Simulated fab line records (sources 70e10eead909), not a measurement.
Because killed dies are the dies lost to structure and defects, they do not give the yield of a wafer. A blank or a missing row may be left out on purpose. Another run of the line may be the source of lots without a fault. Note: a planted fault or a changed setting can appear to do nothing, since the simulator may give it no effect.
fab line records ; flow nand-harc
record lots=11; wafers=33; last-day=33
route steps=1302 shown A_STAIRCASE@807
lots untouched by any fault: they come from a run of this same line in which no faults occurred
start-h: hours from the record's first day to the start of the lot's first wafer shown ; wait-h: hours since the lot's step before ; " as in the row above ; L1.1+2: a row that stands for several wafers ; - value missing, or start not given ; * or withheld: withheld ; < > ~ a bound
route shown NAME@n: NAME is a module with steps in the file, n the number in the route of the first one ; usual: mean and standard deviation over wafers with no fault ; same: alike in all rows ; chamber/n: place in a boat ; sites: each site's reading ; _std_site: standard deviation of those values ; _edge_site: the outer-site mean with the inner-site mean subtracted ; radius-mm: how far each site lies from the wafer's centre ; mask NAME#n: copy n ; behind: the tool/chamber that last shaped the wafer ; hold: reason for holding the lot/hours on hold/outcome of the hold ; device: the n, p or np transistor that did not switch ; end of line: the route-end tests of the same wafers ; for a step that has no rows: nothing shown but its recipe ; killed: dies that structure and defects cost at the first sort, which is not the same as the wafer's yield ; map: a wafer's dies, x killed, . not, _ none there
set.NAME: the setting as run; set.NAME@STEP: as run at that earlier step ; model.NAME: the simulator's own value behind a step, which no gauge read
a sample of lots followed through the steps of the route, with each step as a table and each wafer as a row
services: a tool's chamber out of use, with start hour (start-h, from the record's first day; less than 0 if before it), hours out, and reason
## steps
# step NHARC_A_STAIRCASE_DESCUM_291
# recipe time-s=3; o2-flow-sccm=200; ar-flow-sccm=0; bias-power-w=0; chemistry=O2
# usual drypump-motor-current-A=5.8/0.48; oes-product-au=0.999/0.0081; rf-vpp-V=57.8/0.93; showerhead-plenum-p-Torr=1.90/0.091; throttle-valve-pct=11.311/0.0091
# same bias-power-w=0
lot.wafer;tool;chamber;start-h;wait-h;drypump-motor-current-A;oes-product-au;rf-hours-counter-h;rf-vpp-V;showerhead-plenum-p-Torr;throttle-valve-pct
L567.2;rie-diel-03;3;385.22;-;5.3;1.006;32;58.4;1.83;11.317
L567.6;rie-diel-03;0;385.22;-;6.3;1.005;-;57.9;1.84;11.309
L567.5;rie-diel-03;1;385.22;-;6.2;1.010;-;56.8;1.77;11.302
L568.2;rie-diel-07;3;404.30;-;6.3;1.003;34;56.2;1.98;11.317
L568.1;rie-diel-07;0;404.30;-;5.5;0.984;33;56.5;1.80;11.318
L568.5;rie-diel-07;1;404.30;-;6.1;1.005;-;56.9;1.96;11.298
L569.4;rie-diel-10;0;413.73;-;5.5;1.002;54;58.4;1.92;11.314
L569.1;rie-diel-10;2;413.73;-;6.1;0.998;60;57.8;2.06;11.320
L569.6;rie-diel-10;0;413.73;-;5.5;1.007;-;58.0;1.92;11.317
L570.5;rie-diel-03;0;420.76;-;6.3;1.003;-;58.6;1.84;11.302
L570.6;rie-diel-03;2;420.76;-;5.2;0.972;-;57.9;2.00;11.316
L570.4;rie-diel-03;3;420.76;-;5.3;0.995;-;58.2;1.82;11.313
L580.2;rie-diel-03;1;502.05;-;6.2;1.002;13;58.0;2.07;11.310
L580.3;rie-diel-03;2;502.05;-;5.2;0.995;14;59.4;1.99;11.295
L580.5;rie-diel-03;0;502.05;-;6.3;0.983;-;55.8;1.83;11.324
L581.3;rie-diel-10;3;513.25;-;4.7;0.989;37;59.7;1.92;11.317
L581.2;rie-diel-10;0;513.25;-;5.6;1.006;24;58.5;1.91;11.313
L581.6;rie-diel-10;2;513.25;-;6.2;0.998;-;57.9;2.04;11.338
L582.3;rie-diel-03;3;515.07;-;5.4;1.007;16;57.2;1.81;11.313
L582.2;rie-diel-03;0;515.07;-;6.3;0.997;14;58.2;1.83;11.307
L582.4;rie-diel-03;2;515.07;-;5.2;1.004;19;58.7;1.98;11.306
L583.3;rie-diel-03;0;533.82;-;6.3;0.989;19;56.6;1.83;11.305
L583.4;rie-diel-03;1;533.82;-;6.2;0.997;21;58.6;2.07;11.308
L583.5;rie-diel-03;0;533.82;-;6.3;0.980;-;58.2;1.83;11.307
L588.3;rie-diel-03;3;589.99;-;5.4;1.002;44;57.4;1.81;11.318
L588.4;rie-diel-03;0;589.99;-;6.3;0.992;39;57.7;1.82;11.296
L588.5;rie-diel-03;0;589.99;-;6.3;0.996;-;58.6;1.82;11.302
L589.1;rie-diel-03;2;592.12;-;5.2;0.998;45;58.7;1.98;11.312
L589.3;rie-diel-03;3;592.12;-;5.4;1.013;45;57.5;1.81;11.296
L589.5;rie-diel-03;2;592.12;-;5.2;0.998;-;57.6;1.98;11.320
L590.4;rie-diel-07;3;599.37;-;6.3;1.007;35;57.2;1.96;11.299
L590.2;rie-diel-07;0;599.37;-;5.6;1.001;32;58.7;1.79;11.314
L590.6;rie-diel-07;0;599.37;-;5.5;0.990;-;56.6;1.79;11.291
# step NHARC_A_STAIRCASE_DESCUM_312
# recipe time-s=3; o2-flow-sccm=200; ar-flow-sccm=0; bias-power-w=0; chemistry=O2
# usual drypump-motor-current-A=5.8/0.51; oes-product-au=1.002/0.0093; rf-vpp-V=57.8/0.92; showerhead-plenum-p-Torr=1.89/0.094; throttle-valve-pct=11.312/0.0088
# same bias-power-w=0
lot.wafer;tool;chamber;start-h;wait-h;drypump-motor-current-A;oes-product-au;rf-hours-counter-h;rf-vpp-V;showerhead-plenum-p-Torr;throttle-valve-pct
L567.2;rie-diel-03;1;390.27;-;6.2;1.021;30;56.6;1.77;11.303
L567.5;rie-diel-03;1;390.27;-;6.2;1.016;-;58.2;1.77;11.311
L567.6;rie-diel-03;2;390.27;-;5.2;0.989;-;58.3;2.00;11.302
L568.1;rie-diel-03;1;409.82;-;6.2;1.004;36;58.2;1.77;11.328
L568.2;rie-diel-03;3;409.82;-;5.4;1.007;39;57.5;1.82;11.322
L568.5;rie-diel-03;1;409.82;-;6.2;1.015;-;56.5;1.77;11.314
L569.1;rie-diel-10;3;420.34;-;4.6;1.004;54;57.4;1.93;11.319
L569.6;rie-diel-10;3;420.34;-;4.6;0.989;-;56.5;1.93;11.322
L569.4;rie-diel-10;1;420.34;-;6.4;1.000;-;58.6;1.82;11.318
L570.4;rie-diel-03;3;426.27;-;5.4;1.000;45;57.5;1.82;11.315
L570.6;rie-diel-03;2;426.27;-;5.2;0.984;-;59.7;1.99;11.316
L570.5;rie-diel-03;3;426.27;-;5.4;0.992;-;57.1;1.82;11.301
L580.2;rie-diel-10;0;507.52;-;5.6;1.018;22;59.3;1.92;11.300
L580.3;rie-diel-10;2;507.52;-;6.1;1.013;32;58.8;2.05;11.316
L580.5;rie-diel-10;3;507.52;-;4.7;0.996;-;58.4;1.92;11.314
L581.2;rie-diel-07;3;518.40;-;6.3;1.014;12;57.7;1.97;11.320
L581.3;rie-diel-07;1;518.40;-;6.1;1.013;10;57.7;1.95;11.312
L581.6;rie-diel-07;3;518.40;-;6.3;1.015;-;58.3;1.97;11.315
L582.2;rie-diel-03;1;520.06;-;6.2;0.999;19;59.2;2.07;11.314
L582.3;rie-diel-03;2;520.06;-;5.2;1.002;20;57.4;1.98;11.301
L582.4;rie-diel-03;3;520.06;-;5.4;1.002;17;56.6;1.81;11.317
L583.4;rie-diel-07;0;539.62;-;5.5;0.993;19;58.6;1.79;11.323
L583.3;rie-diel-07;2;539.62;-;5.9;1.004;17;58.9;1.79;11.310
L583.5;rie-diel-07;0;539.62;-;5.6;0.995;-;56.2;1.79;11.312
L588.4;rie-diel-07;3;595.10;-;6.3;0.998;34;59.1;1.96;11.304
L588.3;rie-diel-07;0;595.10;-;5.6;0.997;31;58.5;1.79;11.309
L588.5;rie-diel-07;2;595.10;-;6.0;0.992;-;56.7;1.79;11.316
L589.1;rie-diel-03;0;597.45;-;6.3;0.995;41;56.9;1.82;11.325
L589.3;rie-diel-03;1;597.45;-;6.2;1.000;42;59.6;2.06;11.324
L589.5;rie-diel-03;3;597.45;-;5.4;1.012;-;56.8;1.81;11.309
L590.2;rie-diel-07;2;604.58;-;6.0;0.994;35;58.0;1.79;11.315
L590.4;rie-diel-07;0;604.58;-;5.6;1.003;35;57.6;1.79;11.326
L590.6;rie-diel-07;2;604.58;-;6.0;0.993;-;56.5;1.79;11.312
# step NHARC_A_STAIRCASE_ETCH_453
# recipe target-depth-a=300; overetch-a=30; time-s=16.5; ion-energy-ev=100; cf4-flow-sccm=80; o2-flow-sccm=20; ar-flow-sccm=0; rf-w=300; bias-w=100; chemistry=CF4/O2
# usual drypump-motor-current-A=5.8/0.49; oes-product-au=1.001/0.0095; rf-vpp-V=197.6/1.5; showerhead-plenum-p-Torr=1.32/0.064; throttle-valve-pct=13.396/0.0087
lot.wafer;tool;chamber;start-h;wait-h;drypump-motor-current-A;oes-product-au;rf-hours-counter-h;rf-vpp-V;showerhead-plenum-p-Torr;throttle-valve-pct
L567.2;rie-diel-03;2;391.02;-;5.2;0.982;35;199.1;1.39;13.401
L567.5;rie-diel-03;0;391.02;-;6.3;0.990;-;197.1;1.29;13.422
L567.6;rie-diel-03;1;391.02;-;6.2;1.009;-;197.1;1.24;13.400
L568.2;rie-diel-03;0;410.35;-;6.3;1.004;38;194.9;1.28;13.410
L568.1;rie-diel-03;2;410.35;-;5.2;0.979;40;198.9;1.39;13.399
L568.5;rie-diel-03;0;410.35;-;6.3;0.987;-;197.8;1.28;13.393
L569.1;rie-diel-10;0;420.98;-;5.6;1.013;56;196.5;1.34;13.395
L569.6;rie-diel-10;0;420.98;-;5.5;1.016;-;199.0;1.34;13.398
L569.4;rie-diel-10;1;420.98;-;6.4;1.000;-;197.3;1.27;13.388
L570.4;rie-diel-03;2;430.10;-;5.2;0.978;50;199.9;1.39;13.402
L570.6;rie-diel-03;2;430.10;-;5.2;0.987;-;198.2;1.39;13.400
L570.5;rie-diel-03;3;430.10;-;5.4;1.000;-;196.2;1.27;13.395
L580.3;rie-diel-10;1;508.10;-;6.4;1.005;29;196.1;1.27;13.403
L580.2;rie-diel-10;0;508.10;-;5.5;0.962;22;197.8;1.34;13.387
L580.5;rie-diel-10;2;508.10;-;6.2;1.014;-;198.8;1.42;13.399
L581.2;rie-diel-07;1;518.94;-;6.1;0.998;10;197.2;1.36;13.395
L581.3;rie-diel-07;3;518.94;-;6.3;1.002;13;197.3;1.37;13.399
L581.6;rie-diel-07;0;518.94;-;5.5;0.989;-;196.6;1.25;13.381
L582.2;rie-diel-03;1;520.59;-;6.2;1.000;19;200.1;1.44;13.394
L582.4;rie-diel-03;2;520.59;-;5.2;1.001;20;198.5;1.38;13.398
L582.3;rie-diel-03;0;520.59;-;6.3;0.995;16;197.1;1.28;13.391
L583.3;rie-diel-07;2;540.16;-;5.9;1.002;17;197.1;1.25;13.391
L583.4;rie-diel-07;0;540.16;-;5.6;1.000;19;196.9;1.25;13.394
L583.5;rie-diel-07;1;540.16;-;6.1;1.008;-;197.9;1.36;13.385
L588.3;rie-diel-07;3;595.62;-;6.3;1.010;34;197.9;1.37;13.393
L588.4;rie-diel-07;2;595.62;-;6.0;0.997;31;196.4;1.25;13.392
L588.5;rie-diel-07;0;595.62;-;5.5;0.990;-;195.8;1.25;13.393
L589.3;rie-diel-03;1;597.97;-;6.2;1.002;42;200.8;1.44;13.408
L589.1;rie-diel-03;3;597.97;-;5.3;1.000;46;197.3;1.26;13.392
L589.5;rie-diel-03;0;597.97;-;6.3;0.990;-;195.9;1.27;13.377
L590.4;rie-diel-07;0;605.12;-;5.5;0.995;35;195.9;1.25;13.399
L590.2;rie-diel-07;1;605.12;-;6.1;1.011;37;198.6;1.35;13.388
L590.6;rie-diel-07;0;605.12;-;5.5;0.994;-;197.2;1.25;13.400
# step NHARC_A_STAIRCASE_ALD_415
# recipe target-thk-a=300; pulse-time-s=6; ald-cycles=300; temp-c=300; material=SiO2
# usual heater-power-w=445/49; precursor-pulse-height-rel=1.001/0.02; susceptor-temp-C=300.01/0.19
lot.wafer;tool;chamber;start-h;wait-h;heater-power-w;precursor-pulse-height-rel;susceptor-temp-C
L567.2;ald-hk-01;1;392.59;0.3;399;1.017;299.70
L567.5;ald-hk-01;0;392.59;0.3;425;1.044;300.25
L567.6;ald-hk-01;1;392.59;0.3;406;1.012;299.85
L568.1;ald-hk-04;2;411.82;0.1;521;1.008;299.83
L568.2;ald-hk-04;1;411.82;0.1;492;0.991;299.93
L568.5;ald-hk-04;3;411.82;0.1;430;0.999;300.01
L569.1;ald-hk-04;0;422.45;0.1;543;0.987;300.12
L569.4;ald-hk-04;2;422.45;0.1;526;0.998;300.20
L569.6;ald-hk-04;0;422.45;0.1;544;0.967;299.91
L570.4;ald-hk-01;1;431.67;0.3;401;1.031;299.77
L570.6;ald-hk-01;0;431.67;0.3;428;1.031;300.30
L570.5;ald-hk-01;1;431.67;0.3;401;0.994;299.98
L580.3;ald-hk-01;1;509.67;0.3;410;1.032;299.90
L580.2;ald-hk-01;3;509.67;0.3;389;0.991;299.93
L580.5;ald-hk-01;0;509.67;0.3;434;1.008;300.11
L581.2;ald-hk-01;1;520.26;0.1;397;1.002;299.74
L581.3;ald-hk-01;2;520.26;0.1;404;0.997;299.91
L581.6;ald-hk-01;2;520.26;0.1;392;1.009;299.98
L582.4;ald-hk-03;1;521.92;0.1;405;1.002;300.05
L582.3;ald-hk-03;2;521.92;0.1;424;1.002;299.92
L582.2;ald-hk-03;0;521.92;0.1;468;1.005;299.73
L583.4;ald-hk-04;0;541.71;0.3;553;0.972;299.65
L583.3;ald-hk-04;1;541.71;0.3;464;1.004;300.35
L583.5;ald-hk-04;0;541.71;0.3;521;1.020;299.62
L588.3;ald-hk-01;3;597.84;1.0;401;1.018;300.14
L588.4;ald-hk-01;2;597.84;1.0;405;0.987;299.82
L588.5;ald-hk-01;0;597.84;1.0;429;0.997;300.34
L589.1;ald-hk-01;3;599.33;0.1;400;1.044;300.07
L589.3;ald-hk-01;2;599.33;0.1;409;1.007;299.77
L589.5;ald-hk-01;0;599.33;0.1;435;0.975;300.03
L590.4;ald-hk-04;3;606.45;0.1;427;0.989;300.15
L590.2;ald-hk-04;1;606.45;0.1;464;0.980;300.14
L590.6;ald-hk-04;0;606.45;0.1;556;1.002;299.80
## services
tool;chamber;start-h;hours;kind
rie-diel-03;0;369.94;-;clean
rie-diel-03;1;369.94;-;clean
rie-diel-03;2;369.94;-;clean
rie-diel-03;3;369.94;-;clean
rie-diel-10;1;370.11;9.0;repair
rie-diel-07;-;371.58;1.8;repair
rie-diel-03;0;394.44;-;clean
rie-diel-03;1;394.44;-;clean
rie-diel-03;2;394.44;-;clean
rie-diel-03;3;394.44;-;clean
ald-hk-03;-;395.79;10.0;pm
rie-diel-03;0;419.02;-;clean
rie-diel-03;1;419.02;-;clean
rie-diel-10;-;421.40;9.0;pm
rie-diel-10;0;456.59;16.1;repair
rie-diel-03;-;461.93;9.0;pm
rie-diel-07;-;471.69;9.0;pm
ald-hk-01;-;482.47;10.0;pm
rie-diel-10;-;485.03;0.4;repair
ald-hk-03;-;524.27;0.4;repair
ald-hk-01;-;571.54;0.9;repair
rie-diel-07;0;571.79;18.5;repair
ald-hk-03;-;573.79;10.0;pm
rie-diel-10;-;598.42;9.0;pm
## key
first-sign step=NHARC_A_STAIRCASE_ETCH_453; reading=oes-product-au; direction=down; sigmas=4.1; usual=1.001; struck=0.962
effect none on later readings
met-at NHARC_A_STAIRCASE_ETCH_453
struck-lots L580
struck-wafers L580.2
tester-left-out L580
not-acting-at NHARC_A_STAIRCASE_DESCUM_291,NHARC_A_STAIRCASE_DESCUM_312,NHARC_A_STAIRCASE_ALD_415
onset-between 420.98 508.10
fault kind=process-parameter-drift; tool=rie-diel-10; chamber=0; onset-h=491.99; steps=NHARC_A_STAIRCASE_ETCH_453; channel=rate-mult; offset=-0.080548; shape=step; end-h=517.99
# tester-left-out: of these lots the tester's yield and bins aren't shown, on N5 and GAA mostly nor the transistor test; their killed dies are dies lost to structure and defects alone, not to doping, threshold or leakage, so they don't give the yield
